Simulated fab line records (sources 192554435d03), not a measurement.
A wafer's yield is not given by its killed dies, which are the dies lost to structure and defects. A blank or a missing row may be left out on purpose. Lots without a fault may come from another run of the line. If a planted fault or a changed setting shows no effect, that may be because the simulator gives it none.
Chamber matching    flow n5Finfet    N5_BEOL_M1_STRIP_36 on rieDiel-01: 4 sister chambers
The step strips in N2/H2. 4 wafers are shown with their chamber, then 8 later ones without.

## WAFERS PAIRED WITH THEIR CHAMBERS
wafer   chamber  oesProductAu (a.u.)
L086.6  2        0.69
L088.1  0        0.98
L088.5  3        0.69
L089.1  1        0.72

## WAFERS WHOSE CHAMBER IS MISSING
wafer   oesProductAu (a.u.)
L089.2  0.69
L089.6  0.70
L091.2  0.97
L091.4  0.71
L091.5  0.70
L092.2  0.70
L092.4  0.68
L092.5  0.68

## CHAMBER TAKEN BY EACH
wafer   from the rows above           in truth
L089.2  can't be placed: 2 or 3       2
L089.6  can't be placed: 2 or 3 or 1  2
L091.2  0                             0
L091.4  can't be placed: 1 or 2 or 3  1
L091.5  can't be placed: 2 or 3 or 1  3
L092.2  can't be placed: 2 or 3 or 1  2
L092.4  can't be placed: 2 or 3       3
L092.5  can't be placed: 2 or 3       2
Correct placement for 1 of the 8. These rows do not allow placing 7 (true chamber among the candidates in 7). 0 placed wrongly.
How it was worked out, from the rows above alone: a wafer's distance from a chamber is the root of the sum, over the readings, of the square of ((its reading less the chamber's mean) divided by the reading's scatter). The wafer belongs to the nearest chamber; if the next one is less than 2 further off, it can't be placed. A chamber's mean is the mean of its shown wafers. The scatter: with one shown wafer a chamber, the root of the mean of the squares of how far each hidden wafer lies from its nearest shown one.
